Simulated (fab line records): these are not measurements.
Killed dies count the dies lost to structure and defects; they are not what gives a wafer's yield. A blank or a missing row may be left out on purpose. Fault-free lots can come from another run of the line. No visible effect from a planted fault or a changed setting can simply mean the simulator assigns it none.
3 desks looking at one fault / flow n5_finfet / what lay behind the numbers comes last; until then each desk has only its own

## THE DEFECT DESK
Counts from the inspections along the route, per lot, as means over the sampled wafers that have a number. Any lot whose mean is over 4 standard deviations away from the usual mean is out of limits and marked OUT; that distance is given in the brackets.
Columns: A = raw_defect_count at N5_BEOL_M12_INSPECT_55, usual 80
lot=L463; first seen here=day 11 13:43; A=74
lot=L467; first seen here=day 11 23:47; A=40
lot=L466; first seen here=day 12 00:02; A=63
lot=L468; first seen here=day 12 00:34; A=90
lot=L471; first seen here=day 13 08:31; A=98
lot=L474; first seen here=day 14 00:38; A=55
lot=L477; first seen here=day 14 08:04; A=85
lot=L476; first seen here=day 14 08:25; A=142
lot=L475; first seen here=day 14 16:11; A=90
lot=L479; first seen here=day 14 16:22; A=86
lot=L483; first seen here=day 16 02:58; A=75
This desk's verdict: no lot among the 11 shows anything out of limits.

## AT THE METROLOGY DESK
Means of the sampled wafers that have a number, per lot and without regard to the tool the lot ran on: this is what the gauges read. Any lot whose mean is over 4 standard deviations away from the usual mean is out of limits and marked OUT; that distance is given in the brackets.
Columns: A = cd_nm at N5_BEOL_M13_CD_MEAS_17, usual 190.6 nm
lot=L463; first seen here=day 11 14:54; A=190.7
lot=L467; first seen here=day 12 00:53; A=191.6
lot=L466; first seen here=day 12 01:12; A=190.9
lot=L468; first seen here=day 12 01:47; A=192.1
lot=L471; first seen here=day 13 09:37; A=191.1
lot=L474; first seen here=day 14 01:47; A=191.0
lot=L477; first seen here=day 14 09:13; A=191.8
lot=L476; first seen here=day 14 09:38; A=189.9
lot=L475; first seen here=day 14 17:40; A=189.3
lot=L479; first seen here=day 14 18:04; A=190.7
lot=L483; first seen here=day 16 04:04; A=190.5
This desk's verdict: no lot among the 11 shows anything out of limits.

## DESK OF THE TOOL OWNER: wet_bench-05
The tool's own readings at N5_BEOL_M13_STRIP_71 (strips in post etch residue remover, time 60 s): means of the sampled wafers that have a number, for each lot that ran on this tool. Any lot whose mean is over 4 standard deviations away from the usual mean is out of limits and marked OUT; that distance is given in the brackets.
Columns: A = run_length_s at N5_BEOL_M13_STRIP_71, usual 69 s; B = temp_c at N5_BEOL_M13_STRIP_71, usual 25.01 C
lot=L463; first seen here=day 11 14:50; A=67; B=25.00
lot=L466; first seen here=day 12 01:08; A=67; B=24.95
lot=L468; first seen here=day 12 01:44; A=73; B=24.85
lot=L471; first seen here=day 13 09:34; A=72; B=25.01
This desk's verdict: no lot among the 4 shows anything out of limits.

## ALL TOGETHER
The defect desk saw nothing out of limits.
Nothing out of limits was seen by the metrology desk.
The tool owner's desk saw nothing out of limits.

## WHAT THE SIMULATOR HAD INSERTED
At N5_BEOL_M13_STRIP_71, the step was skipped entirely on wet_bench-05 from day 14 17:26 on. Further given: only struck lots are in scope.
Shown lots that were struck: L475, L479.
